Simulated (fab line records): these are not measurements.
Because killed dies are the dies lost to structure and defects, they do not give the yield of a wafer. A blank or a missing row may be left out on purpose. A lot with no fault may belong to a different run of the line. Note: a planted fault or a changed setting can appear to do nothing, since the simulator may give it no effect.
Which tool did it? | flow n5-finfet | Sampling: 24 lots, 72 wafers, 6 of 1938 route steps

WHAT THE GAUGES SHOWED, per wafer
N5_BEOL_M10_CD_MEAS_18: pitch 140 nm, target cd 70 nm.
lot  | measured     | on        | cd-nm (nm)
L075 | day 11 08:16 | cd-sem-02 | 69.9 69.8 69.9
L074 | day 11 12:15 | cd-sem-01 | 70.7 70.1 70.5
L077 | day 12 07:24 | cd-sem-02 | 69.9 69.6 70.0
L076 | day 12 10:44 | cd-sem-03 | 69.8 69.5 69.9
L078 | day 12 10:58 | cd-sem-03 | 70.2 70.5 70.3
L079 | day 12 11:00 | cd-sem-02 | 70.0 69.8 70.2
L081 | day 12 19:53 | cd-sem-02 | 69.5 70.9 70.3
L082 | day 12 20:23 | cd-sem-03 | 69.8 69.2 69.6
L080 | day 13 04:31 | cd-sem-01 | 70.3 70.9 70.5
L083 | day 14 01:32 | cd-sem-01 | 70.1 70.3 69.8
L084 | day 14 04:39 | cd-sem-03 | 69.0 70.2 69.9
L085 | day 14 22:20 | cd-sem-01 | 69.7 69.7 69.3
L086 | day 14 22:37 | cd-sem-01 | 69.5 70.0 70.1
L087 | day 15 02:19 | cd-sem-03 | 70.9 70.5 70.6
L088 | day 16 00:04 | cd-sem-02 | 70.4 70.2 69.9
L089 | day 16 09:45 | cd-sem-02 | 70.1 70.2 69.8
L090 | day 17 04:41 | cd-sem-02 | 69.7 69.3 68.9
L094 | day 17 04:44 | cd-sem-03 | 70.4 70.1 70.1
L092 | day 17 15:26 | cd-sem-01 | 71.4 70.9 69.9
L093 | day 17 15:31 | cd-sem-01 | 70.2 70.7 70.0
L091 | day 17 15:35 | cd-sem-01 | 69.8 69.4 69.1
L095 | day 17 19:05 | cd-sem-01 | 69.9 70.3 69.8
L097 | day 17 22:49 | cd-sem-02 | 70.6 70.6 70.4
L096 | day 18 10:47 | cd-sem-03 | 70.2 70.1 69.0

N5_BEOL_M10_RS_MEAS_57: a four-point-probe measurement.
lot  | measured     | on            | M10_RS (ohm/sq)
L075 | day 11 20:31 | film-metro-02 | 0.1515 0.1510 0.1505
L074 | day 11 20:58 | film-metro-02 | 0.1525 0.1567 0.1561
L077 | day 12 15:23 | film-metro-02 | 0.1517 0.1577 0.1501
L076 | day 12 16:33 | film-metro-01 | 0.1500 0.1494 0.1500
L078 | day 12 16:19 | film-metro-01 | 0.1506 0.1580 0.1597
L079 | day 12 16:04 | film-metro-01 | 0.1506 0.1499 0.1525
L081 | day 13 00:23 | film-metro-01 | 0.1529 0.1528 0.1488
L082 | day 13 02:26 | film-metro-01 | 0.1546 0.1527 0.1575
L080 | day 13 11:08 | film-metro-01 | 0.1551 0.1480 0.1564
L083 | day 14 05:27 | film-metro-02 | 0.1580 0.1579 0.1533
L084 | day 14 09:44 | film-metro-02 | 0.1538 0.1476 0.1550
L085 | day 15 03:07 | film-metro-01 | 0.1533 0.1578 0.1528
L086 | day 15 05:22 | film-metro-01 | 0.1538 0.1575 0.1543
L087 | day 15 08:38 | film-metro-01 | 0.1530 0.1529 0.1525
L088 | day 16 07:21 | film-metro-01 | 0.1591 0.1539 0.1519
L089 | day 16 15:44 | film-metro-01 | 0.1514 0.1532 0.1542
L090 | day 17 10:58 | film-metro-01 | 0.1491 0.1499 0.1525
L094 | day 17 10:54 | film-metro-01 | 0.1506 0.1575 0.1538
L092 | day 17 21:42 | film-metro-01 | 0.1524 0.1547 0.1563
L093 | day 17 21:26 | film-metro-01 | 0.1545 0.1524 0.1532
L091 | day 17 20:50 | film-metro-01 | 0.1543 0.1541 0.1512
L095 | day 17 22:58 | film-metro-01 | 0.1524 0.1535 0.1542
L097 | day 18 05:38 | film-metro-01 | 0.1527 0.1536 0.1546
L096 | day 18 16:52 | film-metro-02 | 0.1544 0.1539 0.1522

N5_BEOL_M11_THK_MEAS_01.
lot  | measured     | on            | M11_ILD_THK (nm)
L075 | day 11 21:11 | film-metro-01 | 268 274 269
L074 | day 11 21:37 | film-metro-02 | 265 266 269
L077 | day 12 16:04 | film-metro-02 | 271 272 275
L076 | day 12 17:26 | film-metro-02 | 264 268 268
L078 | day 12 17:45 | film-metro-02 | 268 268 274
L079 | day 12 17:13 | film-metro-02 | 268 269 268
L081 | day 13 01:02 | film-metro-01 | 267 269 276
L082 | day 13 03:05 | film-metro-02 | 263 268 265
L080 | day 13 11:47 | film-metro-01 | 263 270 269
L083 | day 14 06:06 | film-metro-02 | 266 268 272
L084 | day 14 10:24 | film-metro-01 | 265 267 270
L085 | day 15 03:48 | film-metro-02 | 272 269 270
L086 | day 15 06:01 | film-metro-01 | 265 268 270
L087 | day 15 09:18 | film-metro-02 | 265 271 269
L088 | day 16 08:01 | film-metro-01 | 263 264 265
L089 | day 16 16:39 | film-metro-02 | 270 266 271
L090 | day 17 12:17 | film-metro-01 | 267 269 272
L094 | day 17 11:53 | film-metro-02 | 268 272 274
L092 | day 17 22:28 | film-metro-01 | 269 270 272
L093 | day 17 22:05 | film-metro-02 | 265 265 272
L091 | day 17 21:29 | film-metro-02 | 268 271 272
L095 | day 17 23:37 | film-metro-02 | 261 269 264
L097 | day 18 06:18 | film-metro-01 | 269 271 270
L096 | day 18 17:31 | film-metro-02 | 264 268 270

N5_BEOL_M11_CD_MEAS_28 targets a cd of 70 nm.
lot  | measured     | on        | cd-nm (nm)
L075 | day 11 23:14 | cd-sem-02 | 70.2 70.5 69.4
L074 | day 12 02:46 | cd-sem-02 | 71.4 71.2 70.3
L077 | day 12 19:53 | cd-sem-01 | 69.8 70.3 70.1
L076 | day 12 22:28 | cd-sem-03 | 70.9 69.6 70.7
L078 | day 12 22:08 | cd-sem-02 | 69.5 69.7 70.4
L079 | day 12 22:18 | cd-sem-02 | 71.0 70.5 72.1
L081 | day 13 07:43 | cd-sem-02 | 69.5 70.6 70.3
L082 | day 13 07:33 | cd-sem-03 | 70.8 70.7 69.9
L080 | day 13 14:34 | cd-sem-02 | 71.3 70.0 70.8
L083 | day 14 09:51 | cd-sem-01 | 69.5 70.1 69.4
L084 | day 14 13:24 | cd-sem-03 | 70.5 70.7 71.2
L085 | day 15 07:00 | cd-sem-01 | 69.9 69.9 70.4
L086 | day 15 10:16 | cd-sem-01 | 70.6 71.3 71.2
L087 | day 15 14:29 | cd-sem-02 | 70.6 69.4 69.4
L088 | day 16 11:10 | cd-sem-03 | 69.2 69.8 70.5
L089 | day 16 19:37 | cd-sem-02 | 70.7 70.3 70.4
L090 | day 17 17:20 | cd-sem-02 | 70.3 69.7 70.0
L094 | day 17 13:20 | cd-sem-01 | 70.3 69.9 70.3
L092 | day 18 03:31 | cd-sem-02 | 71.4 70.2 70.0
L093 | day 18 01:52 | cd-sem-03 | 70.0 70.1 70.2
L091 | day 18 01:42 | cd-sem-02 | 69.8 69.5 70.0
L095 | day 18 05:28 | cd-sem-03 | 70.2 71.2 70.0
L097 | day 18 07:37 | cd-sem-02 | 70.0 70.9 70.4
L096 | day 18 22:52 | cd-sem-02 | 70.3 70.2 70.6

N5_BEOL_M11_OVL_MEAS_29.
lot  | measured     | on         | V10_OVL (nm)
L075 | day 11 23:16 | overlay-02 | 0.2 0.3 -0.8
L074 | day 12 02:47 | overlay-01 | -0.8 -1.0 -1.6
L077 | day 12 19:55 | overlay-02 | -0.4 -0.8 -0.8
L076 | day 12 22:30 | overlay-02 | 0.4 0.1 0.3
L078 | day 12 22:10 | overlay-02 | -1.4 -1.1 -0.3
L079 | day 12 22:20 | overlay-01 | -1.5 -1.0 0.0
L081 | day 13 07:45 | overlay-01 | 1.0 -0.3 -0.7
L082 | day 13 07:35 | overlay-01 | -0.3 -0.5 -1.5
L080 | day 13 14:35 | overlay-02 | 0.7 1.4 0.8
L083 | day 14 09:52 | overlay-02 | 1.0 1.2 0.6
L084 | day 14 13:26 | overlay-02 | 0.4 -1.1 0.7
L085 | day 15 07:02 | overlay-02 | -0.1 0.3 -0.3
L086 | day 15 10:18 | overlay-02 | -1.1 0.0 0.6
L087 | day 15 14:31 | overlay-02 | -0.5 -0.8 -1.7
L088 | day 16 11:11 | overlay-01 | 0.3 -0.3 -0.2
L089 | day 16 19:39 | overlay-01 | -0.3 0.3 0.5
L090 | day 17 17:22 | overlay-02 | -1.6 -1.0 -0.3
L094 | day 17 13:22 | overlay-01 | 1.2 0.5 1.0
L092 | day 18 03:32 | overlay-01 | 0.3 0.9 0.0
L093 | day 18 01:54 | overlay-01 | -0.8 -0.7 -0.5
L091 | day 18 01:44 | overlay-02 | -0.4 0.3 -0.4
L095 | day 18 05:30 | overlay-01 | -0.4 0.0 0.1
L097 | day 18 07:39 | overlay-01 | 0.9 0.3 0.2
L096 | day 18 22:53 | overlay-01 | -0.3 -1.0 0.0

N5_BEOL_M12_OVL_MEAS_11.
lot  | measured     | on         | V11_OVL (nm)
L075 | day 12 04:05 | overlay-01 | -11 -15 -9
L074 | day 12 06:31 | overlay-01 | -12 -10 -6
L077 | day 13 00:47 | overlay-01 | 1 -4 -1
L076 | day 13 04:20 | overlay-01 | -5 0 -6
L078 | day 13 03:31 | overlay-02 | -10 2 -2
L079 | day 13 04:07 | overlay-01 | 0 0 0
L081 | day 13 11:56 | overlay-02 | -2 -10 2
L082 | day 13 11:08 | overlay-01 | -3 3 -8
L080 | day 13 20:46 | overlay-01 | -3 0 -6
L083 | day 14 13:52 | overlay-01 | 9 0 8
L084 | day 14 19:08 | overlay-02 | 7 4 1
L085 | day 15 13:04 | overlay-02 | 5 -3 0
L086 | day 15 16:50 | overlay-01 | 3 3 -2
L087 | day 15 20:37 | overlay-02 | -8 -6 -7
L088 | day 16 16:50 | overlay-02 | -7 -5 -7
L089 | day 17 00:33 | overlay-02 | -12 -3 -9
L090 | day 17 21:46 | overlay-01 | -3 -3 -1
L094 | day 17 16:50 | overlay-01 | -6 0 2
L092 | day 18 08:00 | overlay-02 | 0 -3 -4
L093 | day 18 07:20 | overlay-01 | -3 -6 4
L091 | day 18 06:37 | overlay-02 | 8 -4 1
L095 | day 18 10:13 | overlay-01 | 5 2 0
L097 | day 18 11:38 | overlay-01 | 3 5 5
L096 | day 19 05:48 | overlay-01 | -4 -4 -6

TOOL THAT RAN EACH LOT (tool first, then ch and the chambers of the sampled wafers, then the start)
The record shows no process step preceding these readings.

WHAT THE TOOLS THEMSELVES READ (means of the sampled wafers that have a number; where no wafer has one, the mark that the record gives instead)
The record holds no such reading with a usual standard deviation.

THE ANSWER, worked out from the rows above alone
Rule: usual is defined by the lots themselves. Put in order of their means at a reading, lots are off if they are a third of the lots or fewer, leave a main group of 4 or more, and stand apart from it by a gap of 3 or more times the standard deviation of the main group's means; of several such gaps the widest counts. The tables above print the reading to a certain number of digits; a main group whose means all agree to those digits is not used. Also off: a lot with no number at a reading for which 4 or more lots have one. The other lots that the step has rows for count as sound. Order of review: gauges by route order, followed by the tools' own readings, for which a lot's mean as printed above is used. The first step at which some lot is off is used, and at that step the reading that is off furthest; a lot without a number counts as furthest.
No lot is off at any reading shown: from this, nothing can be told.

WHAT THE SIMULATOR HAD PUT IN
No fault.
